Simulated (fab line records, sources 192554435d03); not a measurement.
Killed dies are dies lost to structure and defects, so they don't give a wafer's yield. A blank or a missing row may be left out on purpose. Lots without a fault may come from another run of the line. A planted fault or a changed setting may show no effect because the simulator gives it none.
Chamber matching | flow n5_finfet | N5_BEOL_M11_DESCUM_16 on rie_diel-02: 4 sister chambers
The step chemistry O2, time 7.9 s. 4 wafers are shown with their chamber, then 8 later ones without.

WAFERS WITH THEIR CHAMBER
wafer  | chamber | showerhead_plenum_p_Torr (Torr)
L080.5 | 2       | 2.06
L081.2 | 0       | 2.08
L081.4 | 1       | 1.92
L086.2 | 3       | 2.12

WAFERS WITHOUT THEIR CHAMBER
wafer  | showerhead_plenum_p_Torr (Torr)
L086.3 | 1.92
L086.6 | 2.08
L087.1 | 2.05
L087.3 | 2.12
L087.6 | 2.08
L097.1 | 2.07
L097.3 | 1.91
L097.5 | 2.12

WHICH CHAMBER EACH WENT THROUGH
wafer  | from the rows above     | in truth
L086.3 | 1                       | 1
L086.6 | 0                       | 0
L087.1 | 2                       | 2
L087.3 | 3                       | 3
L087.6 | 0                       | 0
L097.1 | can't be placed: 2 or 0 | 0
L097.3 | 1                       | 1
L097.5 | 3                       | 3
Placed correctly: 7 of 8. Can't be placed from these rows: 1 (the true chamber is among the candidates in 1). Placed wrongly: 0.
How it was worked out, from the rows above alone: a wafer's distance from a chamber is the root of the sum, over the readings, of the square of ((its reading less the chamber's mean) divided by the reading's scatter). The wafer belongs to the nearest chamber; if the next one is less than 2 further off, it can't be placed. A chamber's mean is the mean of its shown wafers. The scatter: with one shown wafer a chamber, the root of the mean of the squares of how far each hidden wafer lies from its nearest shown one.
